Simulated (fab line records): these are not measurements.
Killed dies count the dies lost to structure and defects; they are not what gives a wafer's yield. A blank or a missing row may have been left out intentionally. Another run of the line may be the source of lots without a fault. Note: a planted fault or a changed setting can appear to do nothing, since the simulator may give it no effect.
Chamber matching	flow n5Finfet	4 sister chambers for N5_BEOL_M0_SAQP_MANDREL1_REMOVE_100 on rieSi-06
The step chemistry HBr/Cl2/O2, target a-Si, stops on SiNx, bt time 10 s. 8 wafers are shown with their chamber, then 7 later ones without.

## EACH WAFER AND ITS CHAMBER
wafer	chamber	oesProductAu (a.u.)	rfFwdPowerW (W)
L075.4	3	0.989	595.2
L075.6	2	0.975	596.7
L081.1	1	1.000	593.9
L090.2	1	0.994	599.8
L090.3	2	0.980	595.5
L090.5	0	0.994	595.3
L092.2	3	1.004	594.7
L092.3	0	0.992	595.9

## WAFERS WHOSE CHAMBER IS MISSING
wafer	oesProductAu (a.u.)	rfFwdPowerW (W)
L092.5	0.997	595.5
L095.1	0.983	598.8
L095.2	0.995	593.1
L095.3	0.989	595.9
L096.3	0.992	595.8
L096.5	0.993	599.9
L096.6	0.984	596.5

## CHAMBER TAKEN BY EACH
wafer	from the rows above	in truth
L092.5	can't be placed: 3 or 1 or 0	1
L095.1	can't be placed: 2 or 0 or 1 or 3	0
L095.2	can't be placed: 3 or 0 or 1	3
L095.3	can't be placed: 0 or 3 or 1 or 2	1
L096.3	can't be placed: 0 or 3 or 1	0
L096.5	can't be placed: 1 or 0 or 3 or 2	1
L096.6	can't be placed: 2 or 0 or 1 or 3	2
0 of 7 placed correctly. Can't be placed from these rows: 7 (the true chamber is among the candidates in 7). Number placed wrongly: 0.
How it was worked out, from the rows above alone: a wafer's distance from a chamber is the root of the sum, over the readings, of the square of ((its reading less the chamber's mean) divided by the reading's scatter). The wafer belongs to the nearest chamber; if the next one is less than 2 further off, it can't be placed. Each chamber's mean is taken over the wafers shown for it. The scatter: take each reading less its chamber's mean, square it, sum over the shown wafers, divide by the number of wafers less the number of chambers, and take the root.
